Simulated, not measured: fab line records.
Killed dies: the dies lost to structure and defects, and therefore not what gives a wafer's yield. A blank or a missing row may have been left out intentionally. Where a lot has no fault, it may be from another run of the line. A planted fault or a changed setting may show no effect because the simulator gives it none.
Struck lot and sound lot, side by side || flow n5_finfet || 21 steps out of a route of 1938
Sound: wafers L729.2, L729.4, L729.6. Wafers L737.1, L737.5, L737.6 were the ones struck. The cause is named last.
For every step that has rows: the tool of each side, followed by ch and its chambers, followed by its first start. Under that, the readings that differ: sound wafers || struck wafers || difference of the means || sigmas: that difference in standard deviations of wafers without a fault.
alike: a reading whose means differ by less than 2 such deviations, as well as words and numbers matching on both sides. not compared: withheld readings; readings where some wafer has no value; bounds like >300 that might hide an equal value; numbers whose values overlap and for which the record gives no deviation.
Wherever a step has rows on one side only, a row that says differs or no value, or a row with sigmas, the two part there. Numbers that don't overlap but have no deviation are shown without sigmas and don't part them. Lack of a reading on every wafer of one side parts them only where that side has two or more wafers.

first, 1 step without rows for these wafers: N5_ZERO_LAYER_HARDBAKE_23 (time 120 s).
N5_ZERO_LAYER_CD_MEAS_11 targets a cd of 2000 nm.
  sound on cd_sem-02 ch 0, day 2 12:46; struck on cd_sem-02 ch 0, day 4 12:38
  alike: cd_nm
N5_ZERO_LAYER_DESCUM_16: chemistry O2, time 7.9 s.
  sound on rie_diel-04 ch 1,2, day 2 12:49; struck on rie_diel-04 ch 2,3, day 4 12:41
  alike: drypump_motor_current_A, oes_product_au, rf_vpp_V, showerhead_plenum_p_Torr, throttle_valve_pct
  not compared: rf_hours_counter_h
N5_ZERO_LAYER_ETCH_17: etches SiO2 in CF4, target depth 12 nm, time 13.3 s.
  sound on rie_diel-04 ch 1,2, day 2 12:51; struck on rie_diel-04 ch 2,3, day 4 12:43
  alike: drypump_motor_current_A, oes_product_au, rf_vpp_V, showerhead_plenum_p_Torr, throttle_valve_pct
  not compared: rf_hours_counter_h
N5_ZERO_LAYER_ETCH_18: etches Si in HBr/Cl2, target depth 120 nm, time 40 s.
  sound on rie_si-06 ch 2,3, day 2 12:55; struck on rie_si-06 ch 0,1, day 4 12:47
{"reading": "drypump_motor_current_A (A)", "sound": "6.0 6.2 6.2", "struck": "5.0 5.0 5.6", "difference": -0.9, "sigmas": -3}
  alike: oes_product_au, throttle_valve_pct
  not compared: rf_hours_counter_h
N5_ZERO_LAYER_STRIP_24: strips in O2.
  sound on plasma_asher-01 ch 0,1, day 2 13:22; struck on plasma_asher-02 ch 0,1, day 4 12:53
  alike: drypump_motor_current_A, heater_power_w, oes_product_au, strip_time_to_endpoint_s
  not compared: rf_hours_counter_h
then, 1 step without rows for these wafers: N5_ZERO_LAYER_STRIP_19 (strips in SPM, time 900 s).
N5_ZERO_LAYER_INSPECT_20: inspects for defects (darkfield).
  struck on defect_inspect-01, day 4 13:15; sound on defect_inspect-02, day 2 13:45
  alike: raw_defect_count
then, 4 steps without rows for these wafers: N5_WELL_APT_HMDS_01 (time 60 s); N5_WELL_APT_COAT_02 (resist thk 950 nm); N5_WELL_APT_EBR_04; N5_WELL_APT_SOFTBAKE_03 (time 60 s).
N5_WELL_APT_EXPOSE_05: exposes mask NWELL, defocus 0 nm, target cd 200 nm.
  sound on krf_scanner-01 ch 0, day 2 13:53; struck on krf_scanner-02 ch 0, day 4 13:23
{"reading": "model.WELL_APT.overlay_x_nm (nm)", "sound": "-0.6361 -0.6361 -0.6361", "struck": "30.57 30.57 30.57", "difference": "+31.21", "sigmas": ""}
  alike: mask
then, 3 steps without rows for these wafers: N5_WELL_APT_PEB_06 (peb time 90 s); N5_WELL_APT_DEVELOP_07 (develop time 45 s); N5_WELL_APT_HARDBAKE_12 (time 120 s).
N5_WELL_APT_CD_MEAS_08 targets a cd of 200 nm.
  sound on cd_sem-01 ch 0, day 2 14:03; struck on cd_sem-01 ch 0, day 4 13:34
  alike: cd_nm
N5_WELL_APT_OVL_MEAS_09:
  sound on overlay-01 ch 0, day 2 14:05; struck on overlay-01 ch 0, day 4 13:35
{"reading": "NWELL_OVL (nm)", "sound": "1 6 4", "struck": "33 43 28", "difference": "+31", "sigmas": "+6"}
N5_WELL_APT_INSPECT_10: inspects for defects (macro).
  struck on defect_inspect-01, day 4 13:37; sound on defect_inspect-01, day 2 14:06
  alike: raw_defect_count
-- a jump in the record: the struck wafers' starts before and after are 8 days apart (it breaks off in module WELL_APT and resumes in module BEOL_M4, where the first step shown is number 1111 of the route) --
N5_BEOL_M4_RC_MEAS_101:
  sound on prober-01 ch 0, day 10 03:08; struck on prober-01 ch 0, day 12 15:23
  alike: DIBL_N, DIBL_P, IOFF_N, IOFF_P, ION_N, ION_P, SS_N, SS_P, VT_N, VT_P
-- a jump in the record: the struck wafers' starts before and after are 4 days apart (it breaks off in module BEOL_M4 and resumes in module PASSIVATION, where the first step shown is number 1936 of the route) --
N5_PASSIVATION_PROBE_49:
  rows exist in the record for the struck wafers here (prober-02, day 16 21:32), but not for the sound ones

== WHERE THEY PART ==
Earliest at N5_ZERO_LAYER_ETCH_18; latest, in this record, at N5_PASSIVATION_PROBE_49.

WHY: whatever the simulator had introduced
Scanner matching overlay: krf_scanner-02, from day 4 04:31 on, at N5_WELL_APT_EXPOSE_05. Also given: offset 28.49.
